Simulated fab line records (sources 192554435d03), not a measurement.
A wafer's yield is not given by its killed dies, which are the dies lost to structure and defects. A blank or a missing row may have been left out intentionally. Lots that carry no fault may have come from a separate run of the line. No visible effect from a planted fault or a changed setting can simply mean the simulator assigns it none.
Which tool is to blame? :: flow n5Finfet :: Sampling: 11 lots, 31 wafers, 5 of 1938 route steps

== WHAT THE GAUGES SHOWED, per wafer ==
N5_BEOL_M6_THK_MEAS_01.
lot: L263
measured: day 10 18:15
on: filmMetro-01
M6_ILD_THK (nm): 152.7 158.1 158.0

lot: L266
measured: day 10 18:53
on: filmMetro-01
M6_ILD_THK (nm): 151.8 154.1 153.2

lot: L264
measured: day 11 00:01
on: filmMetro-02
M6_ILD_THK (nm): 160.5 157.3

lot: L265
measured: day 11 03:08
on: filmMetro-01
M6_ILD_THK (nm): 154.7 155.1 152.7

lot: L267
measured: day 11 13:42
on: filmMetro-02
M6_ILD_THK (nm): 150.0 153.7 152.2

lot: L270
measured: day 12 00:22
on: filmMetro-01
M6_ILD_THK (nm): 154.0 158.3 158.6

lot: L271
measured: day 12 02:46
on: filmMetro-01
M6_ILD_THK (nm): 152.9 157.4

lot: L273
measured: day 13 02:16
on: filmMetro-02
M6_ILD_THK (nm): 155.7 159.4 159.5

lot: L278
measured: day 14 23:58
on: filmMetro-02
M6_ILD_THK (nm): 153.7 156.0 170.1

lot: L280
measured: day 15 02:55
on: filmMetro-01
M6_ILD_THK (nm): 155.1 155.3 169.4

lot: L285
measured: day 16 03:56
on: filmMetro-01
M6_ILD_THK (nm): 157.9 163.6 162.5

N5_BEOL_M6_OVL_MEAS_12.
lot: L263
measured: day 10 20:26
on: overlay-02
M6_OVL (nm): 0.0 0.0 0.3

lot: L266
measured: day 10 20:39
on: overlay-02
M6_OVL (nm): 0.4 -1.4 -0.1

lot: L264
measured: day 11 02:05
on: overlay-01
M6_OVL (nm): -0.9 -0.3

lot: L265
measured: day 11 05:45
on: overlay-01
M6_OVL (nm): 0.3 -0.3 0.0

lot: L267
measured: day 11 15:01
on: overlay-01
M6_OVL (nm): 0.4 -0.9 -0.5

lot: L270
measured: day 12 02:53
on: overlay-01
M6_OVL (nm): 0.3 0.9 0.8

lot: L271
measured: day 12 04:25
on: overlay-02
M6_OVL (nm): -0.4 -0.8

lot: L273
measured: day 13 04:08
on: overlay-01
M6_OVL (nm): -0.6 0.8 -0.3

lot: L278
measured: day 15 02:14
on: overlay-02
M6_OVL (nm): 1.5 0.8 0.1

lot: L280
measured: day 15 03:26
on: overlay-01
M6_OVL (nm): -0.4 0.3 0.5

lot: L285
measured: day 16 05:25
on: overlay-01
M6_OVL (nm): -1.3 -0.7 -1.6

== EACH LOT AND THE TOOL THAT RAN IT (in order: tool; ch and the chambers of the sampled wafers; start) ==
lot: L263
N5_BEOL_M5_CO_CAP_78: cvdCo-01 ch 0,1, day 10 17:25
N5_BEOL_M6_ILD_DEP_00: pecvd-03 ch 0,1, day 10 17:40
N5_BEOL_M6_HM_DEP_02: pvdSputter-03, day 10 20:01

lot: L266
N5_BEOL_M5_CO_CAP_78: cvdCo-02 ch 0,1, day 10 18:02
N5_BEOL_M6_ILD_DEP_00: pecvd-04 ch 0,1, day 10 18:18
N5_BEOL_M6_HM_DEP_02: pvdSputter-03, day 10 20:07

lot: L264
N5_BEOL_M5_CO_CAP_78: cvdCo-01 ch 0,1, day 10 23:14
N5_BEOL_M6_ILD_DEP_00: pecvd-03 ch 0,1, day 10 23:28
N5_BEOL_M6_HM_DEP_02: pvdSputter-01, day 11 01:33

lot: L265
N5_BEOL_M5_CO_CAP_78: cvdCo-01 ch 0,1, day 11 02:17
N5_BEOL_M6_ILD_DEP_00: pecvd-04 ch 0,1, day 11 02:32
N5_BEOL_M6_HM_DEP_02: pvdSputter-03, day 11 05:13

lot: L267
N5_BEOL_M5_CO_CAP_78: cvdCo-02 ch 1,2, day 11 12:47
N5_BEOL_M6_ILD_DEP_00: pecvd-03 ch 1,2, day 11 13:07
N5_BEOL_M6_HM_DEP_02: pvdSputter-01, day 11 14:29

lot: L270
N5_BEOL_M5_CO_CAP_78: cvdCo-01 ch 0,1,2, day 11 23:32
N5_BEOL_M6_ILD_DEP_00: pecvd-01 ch 0,1,2, day 11 23:47
N5_BEOL_M6_HM_DEP_02: pvdSputter-02, day 12 02:22

lot: L271
N5_BEOL_M5_CO_CAP_78: cvdCo-01 ch 2, day 12 01:57
N5_BEOL_M6_ILD_DEP_00: pecvd-04 ch 0,1, day 12 02:12
N5_BEOL_M6_HM_DEP_02: pvdSputter-02, day 12 03:53

lot: L273
N5_BEOL_M5_CO_CAP_78: cvdCo-01 ch 1,2, day 13 01:19
N5_BEOL_M6_ILD_DEP_00: pecvd-03 ch 0,1, day 13 01:33
N5_BEOL_M6_HM_DEP_02: pvdSputter-03, day 13 03:43

lot: L278
N5_BEOL_M5_CO_CAP_78: cvdCo-01 ch 0,1,2, day 14 23:09
N5_BEOL_M6_ILD_DEP_00: pecvd-04 ch 1,2, day 14 23:24
N5_BEOL_M6_HM_DEP_02: pvdSputter-01, day 15 01:43

lot: L280
N5_BEOL_M5_CO_CAP_78: cvdCo-02 ch 0,2, day 15 02:00
N5_BEOL_M6_ILD_DEP_00: pecvd-04 ch 1,2, day 15 02:19
N5_BEOL_M6_HM_DEP_02: pvdSputter-02, day 15 03:01

lot: L285
N5_BEOL_M5_CO_CAP_78: cvdCo-01 ch 0,1, day 16 03:07
N5_BEOL_M6_ILD_DEP_00: pecvd-01 ch 0,2, day 16 03:22
N5_BEOL_M6_HM_DEP_02: pvdSputter-03, day 16 04:53
- N5_BEOL_M5_CO_CAP_78: material Co, precursor CCTBA/H2, target thk 2 nm, time 102.1 s.
- N5_BEOL_M6_ILD_DEP_00: deposits SiCOH lowk from DEMS/porogen, target thk 179.75 nm, time 33.4 s.
- N5_BEOL_M6_HM_DEP_02: deposits TiN, target thk 20 nm.

== AS READ BY THE TOOLS THEMSELVES (means over the sampled wafers that have a number; for cases with no such wafer, the mark the record gives instead) ==
N5_BEOL_M5_CO_CAP_78.
lot: L263
tool: cvdCo-01
heaterPowerOuterW (W): 133
heaterPowerW (W): 240

lot: L266
tool: cvdCo-02
heaterPowerOuterW (W): 125
heaterPowerW (W): 236

lot: L264
tool: cvdCo-01
heaterPowerOuterW (W): 128
heaterPowerW (W): 234

lot: L265
tool: cvdCo-01
heaterPowerOuterW (W): 133
heaterPowerW (W): 244

lot: L267
tool: cvdCo-02
heaterPowerOuterW (W): 119
heaterPowerW (W): 224

lot: L270
tool: cvdCo-01
heaterPowerOuterW (W): 125
heaterPowerW (W): 233

lot: L271
tool: cvdCo-01
heaterPowerOuterW (W): 124
heaterPowerW (W): 224

lot: L273
tool: cvdCo-01
heaterPowerOuterW (W): 133
heaterPowerW (W): 252

lot: L278
tool: cvdCo-01
heaterPowerOuterW (W): 127
heaterPowerW (W): 231

lot: L280
tool: cvdCo-02
heaterPowerOuterW (W): 126
heaterPowerW (W): 230

lot: L285
tool: cvdCo-01
heaterPowerOuterW (W): 133
heaterPowerW (W): 245

N5_BEOL_M6_ILD_DEP_00.
lot: L263
tool: pecvd-03
heaterPowerOuterW (W): 193
heaterPowerW (W): 355
showerheadPlenumPTorr (Torr): 5.758
throttleValvePct (%): 14.2

lot: L266
tool: pecvd-04
heaterPowerOuterW (W): 139
heaterPowerW (W): 307
showerheadPlenumPTorr (Torr): 5.760
throttleValvePct (%): 15.1

lot: L264
tool: pecvd-03
heaterPowerOuterW (W): 190
heaterPowerW (W): 356
showerheadPlenumPTorr (Torr): 5.753
throttleValvePct (%): 14.7

lot: L265
tool: pecvd-04
heaterPowerOuterW (W): 152
heaterPowerW (W): 323
showerheadPlenumPTorr (Torr): 5.764
throttleValvePct (%): 15.2

lot: L267
tool: pecvd-03
heaterPowerOuterW (W): 197
heaterPowerW (W): 369
showerheadPlenumPTorr (Torr): 5.742
throttleValvePct (%): 13.3

lot: L270
tool: pecvd-01
heaterPowerOuterW (W): 132
heaterPowerW (W): 286
showerheadPlenumPTorr (Torr): 5.735
throttleValvePct (%): 14.0

lot: L271
tool: pecvd-04
heaterPowerOuterW (W): 155
heaterPowerW (W): 337
showerheadPlenumPTorr (Torr): 5.760
throttleValvePct (%): 15.6

lot: L273
tool: pecvd-03
heaterPowerOuterW (W): 187
heaterPowerW (W): 361
showerheadPlenumPTorr (Torr): 5.763
throttleValvePct (%): 15.1

lot: L278
tool: pecvd-04
heaterPowerOuterW (W): 138
heaterPowerW (W): 310
showerheadPlenumPTorr (Torr): 5.730
throttleValvePct (%): 15.8

lot: L280
tool: pecvd-04
heaterPowerOuterW (W): 142
heaterPowerW (W): 314
showerheadPlenumPTorr (Torr): 5.734
throttleValvePct (%): 15.9

lot: L285
tool: pecvd-01
heaterPowerOuterW (W): 151
heaterPowerW (W): 336
showerheadPlenumPTorr (Torr): 5.742
throttleValvePct (%): 13.7

N5_BEOL_M6_HM_DEP_02.
lot: L263
tool: pvdSputter-03
chamberPressurePa (Pa): 0.5009
throttleValvePct (%): 29.4

lot: L266
tool: pvdSputter-03
chamberPressurePa (Pa): 0.4992
throttleValvePct (%): 30.7

lot: L264
tool: pvdSputter-01
chamberPressurePa (Pa): 0.5000
throttleValvePct (%): 28.6

lot: L265
tool: pvdSputter-03
chamberPressurePa (Pa): 0.5001
throttleValvePct (%): 29.4

lot: L267
tool: pvdSputter-01
chamberPressurePa (Pa): 0.5009
throttleValvePct (%): 29.4

lot: L270
tool: pvdSputter-02
chamberPressurePa (Pa): 0.4999
throttleValvePct (%): 30.2

lot: L271
tool: pvdSputter-02
chamberPressurePa (Pa): 0.4995
throttleValvePct (%): 29.3

lot: L273
tool: pvdSputter-03
chamberPressurePa (Pa): 0.5003
throttleValvePct (%): 29.8

lot: L278
tool: pvdSputter-01
chamberPressurePa (Pa): 0.5000
throttleValvePct (%): 29.8

lot: L280
tool: pvdSputter-02
chamberPressurePa (Pa): 0.4996
throttleValvePct (%): 29.4

lot: L285
tool: pvdSputter-03
chamberPressurePa (Pa): 0.4993
throttleValvePct (%): 29.3

== THE ANSWER, worked out from the rows above alone ==
Rule: the lots themselves supply what counts as usual. Put in order of their means at a reading, lots are off if they are a third of the lots or fewer, leave a main group of 4 or more, and stand apart from it by a gap of 3 or more times the standard deviation of the main group's means; of several such gaps the widest counts. If all means in a main group match to the digits the tables above print for the reading, that group is not used. Also off: a lot with no number at a reading for which 4 or more lots have one. All remaining lots with rows at the step are treated as sound. First the gauges in route order, then the tools' own readings, where a lot's mean is used as printed above. At the first step where some lot is off, the reading lying furthest off is the one used; lots without a number count as furthest.
Across all readings shown, no lot is off: no conclusion can be drawn from this.

== WHAT THE SIMULATOR HAD INSERTED ==
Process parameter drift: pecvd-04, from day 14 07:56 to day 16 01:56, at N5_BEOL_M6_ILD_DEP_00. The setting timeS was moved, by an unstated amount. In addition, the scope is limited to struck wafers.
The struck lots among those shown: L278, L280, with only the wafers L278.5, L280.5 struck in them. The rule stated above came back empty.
